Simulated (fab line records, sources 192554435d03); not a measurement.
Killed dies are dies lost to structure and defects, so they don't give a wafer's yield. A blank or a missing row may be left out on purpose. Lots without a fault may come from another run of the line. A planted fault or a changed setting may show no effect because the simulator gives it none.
Chamber matching | flow n5_finfet | N5_HKMG_FIN_ETCH_31 on rie_diel-01: 4 sister chambers
The step etches SiARC in CF4, target depth 45.5 nm, time 75.8 s. 8 wafers are shown with their chamber, then 9 later ones without.

WAFERS WITH THEIR CHAMBER
wafer  | chamber | showerhead_plenum_p_Torr (Torr) | drypump_motor_current_A (A)
L079.5 | 0       | 2.20                            | 5.9
L084.2 | 3       | 2.24                            | 6.2
L085.1 | 1       | 2.08                            | 6.0
L085.2 | 2       | 2.27                            | 5.6
L085.4 | 2       | 2.27                            | 5.6
L089.1 | 3       | 2.24                            | 6.2
L089.4 | 0       | 2.19                            | 5.9
L089.6 | 1       | 2.07                            | 6.1

WAFERS WITHOUT THEIR CHAMBER
wafer  | showerhead_plenum_p_Torr (Torr) | drypump_motor_current_A (A)
L090.1 | 2.07                            | 6.1
L090.2 | 2.19                            | 5.9
L090.5 | 2.19                            | 5.9
L096.1 | 2.23                            | 6.2
L096.3 | 2.07                            | 6.1
L096.5 | 2.19                            | 5.9
L097.3 | 2.19                            | 5.9
L097.4 | 2.07                            | 6.0
L097.6 | 2.26                            | 5.6

WHICH CHAMBER EACH WENT THROUGH
wafer  | from the rows above | in truth
L090.1 | 1                   | 1
L090.2 | 0                   | 0
L090.5 | 0                   | 0
L096.1 | 3                   | 3
L096.3 | 1                   | 1
L096.5 | 0                   | 0
L097.3 | 0                   | 0
L097.4 | 1                   | 1
L097.6 | 2                   | 2
Placed correctly: 9 of 9. Can't be placed from these rows: 0. Placed wrongly: 0.
How it was worked out, from the rows above alone: a wafer's distance from a chamber is the root of the sum, over the readings, of the square of ((its reading less the chamber's mean) divided by the reading's scatter). The wafer belongs to the nearest chamber; if the next one is less than 2 further off, it can't be placed. A chamber's mean is the mean of its shown wafers. The scatter: the root of (the sum of the squares of (reading less its chamber's mean) over the shown wafers, divided by (wafers less chambers)).
